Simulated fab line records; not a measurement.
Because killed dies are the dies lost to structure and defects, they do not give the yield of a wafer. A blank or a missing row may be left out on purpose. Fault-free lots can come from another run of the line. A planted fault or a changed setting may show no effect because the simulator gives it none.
Comparing a struck lot with a sound one | flow n5Finfet | 24 out of 1938 route steps
Sound: wafers L430.1, L430.5, L430.6. The struck wafers were L434.1, L434.2, L434.4. The cause is named last.
For every step that has rows: the tool of each side, followed by ch and its chambers, followed by its first start. Under that, the readings that differ: sound wafers | struck wafers | difference of the means | sigmas: that difference in standard deviations of wafers without a fault.
alike: words and numbers the same on both sides, and readings whose means are apart by under 2 such deviations; not compared: readings that were withheld, readings missing a value for some wafer, numbers with overlapping values and no deviation given by the record, and bounds like >300 which may hide the same value.
Wherever a step has rows on one side only, a row that says differs or no value, or a row with sigmas, the two part there. Numbers that have no deviation but don't overlap get no sigmas and don't part them. A reading that every wafer of one side lacks parts them only if that side has two wafers or more.

first, 8 steps without rows for these wafers: N5_BEOL_M7_ANNEAL_51 (time 90 s); N5_BEOL_M7_CMP_52 (polishes, stops on SiCOH lowk, t overpolish 6.9 s, target thk 80 nm); N5_BEOL_M7_PRE_CLEAN_55 (time 15 s); N5_BEOL_M7_DEP_56 (deposits SiCN from 3MS/NH3, target thk 10 nm, time 17.5 s); N5_BEOL_M8_ILD_DEP_00 (deposits SiCOH lowk from DEMS/porogen, target thk 179.75 nm, time 33.4 s); N5_BEOL_M8_CURE_74 (cures SiCOH lowk, time 240 s); N5_BEOL_M8_PECVD_70 (deposits SiO2 from TEOS/O2, target thk 20 nm, time 22.7 s); N5_BEOL_M8_HM_DEP_02 (deposits TiN, target thk 20 nm).
N5_BEOL_M8_COAT_59: time 60 s, resist thk 100 nm.
  sound on lithoTrack-03 ch 0, day 14 02:18; struck on lithoTrack-02 ch 0, day 15 03:40
reading                                 | sound                | struck               | difference | sigmas
spinSpeedRpm (rpm)                      | 1501.7 1500.8 1499.8 | 1454.7 1454.2 1455.2 | -46.1      | -50
model.SOC_of_BEOL_M8_COAT_59.thkNm (nm) | 100.4 100.6 100.4    | 102.2 102.2 102      | +1.7       | 
  alike: exhaustPa
then, 9 steps without rows for these wafers: N5_BEOL_M8_COAT_60 (time 60 s, resist thk 35 nm); N5_BEOL_M8_COAT_05 (resist thk 90 nm); N5_BEOL_M8_EBR_07; N5_BEOL_M8_SOFTBAKE_06 (time 60 s); N5_BEOL_M8_EXPOSE_08 (exposes mask M8); N5_BEOL_M8_PEB_09 (peb time 60 s); N5_BEOL_M8_DEVELOP_10 (develop time 30 s); N5_BEOL_M8_DESCUM_16 (chemistry O2, time 7.9 s); N5_BEOL_M8_ETCH_61 (etches SiARC in CF4, target depth 45.5 nm, time 75.8 s).
N5_BEOL_M8_ETCH_62: etches SOC in N2/H2, target depth 110 nm, overetch 22 nm, time 165 s.
  sound on rieDiel-05 ch 0,2, day 14 02:52; struck on rieDiel-04 ch 1,2,3, day 15 04:05
reading                 | sound             | struck          | difference | sigmas
model.etch.depthNm (nm) | 100.4 100.5 100.3 | 102.1 102.2 102 | +1.7       | 
  alike: biasW, drypumpMotorCurrentA, oesProductAu, rfFwdPowerW, rfVppV, showerheadPlenumPTorr, throttleValvePct
  not compared: rfHoursCounterH
then, 2 steps without rows for these wafers: N5_BEOL_M8_STRIP_68 (strips in N2/H2); N5_BEOL_M8_STRIP_67 (strips in CF4).
N5_BEOL_M8_HM_OPEN_17: chemistry Cl2/BCl3, target TiN, target depth 20 nm, overetch 6 nm.
  sound on rieMetal-03 ch 0,1, day 14 03:02; struck on rieMetal-03 ch 0,1, day 15 04:16
reading                                 | sound          | struck       | difference | sigmas
model.SOC_of_BEOL_M8_COAT_59.thkNm (nm) | 92.4 92.4 92.4 | 94 94.4 94.2 | +2         | 
  alike: biasW, drypumpMotorCurrentA, mfcArSccm, mfcCl2Sccm, oes_ar_750_au, oesProductAu, rfFwdPowerW, throttleValvePct
  not compared: rfHoursCounterH
then, 1 step without rows for these wafers: N5_BEOL_M8_STRIP_19 (strips in O2).
N5_PASSIVATION_PROBE_49:
  sound wafers here have rows in the record (prober-01, day 16 20:52); struck ones have none

WHERE THEY PART
At N5_BEOL_M8_COAT_59 first; at N5_PASSIVATION_PROBE_49 last (within this record only).

WHY: what had been put in by the simulator
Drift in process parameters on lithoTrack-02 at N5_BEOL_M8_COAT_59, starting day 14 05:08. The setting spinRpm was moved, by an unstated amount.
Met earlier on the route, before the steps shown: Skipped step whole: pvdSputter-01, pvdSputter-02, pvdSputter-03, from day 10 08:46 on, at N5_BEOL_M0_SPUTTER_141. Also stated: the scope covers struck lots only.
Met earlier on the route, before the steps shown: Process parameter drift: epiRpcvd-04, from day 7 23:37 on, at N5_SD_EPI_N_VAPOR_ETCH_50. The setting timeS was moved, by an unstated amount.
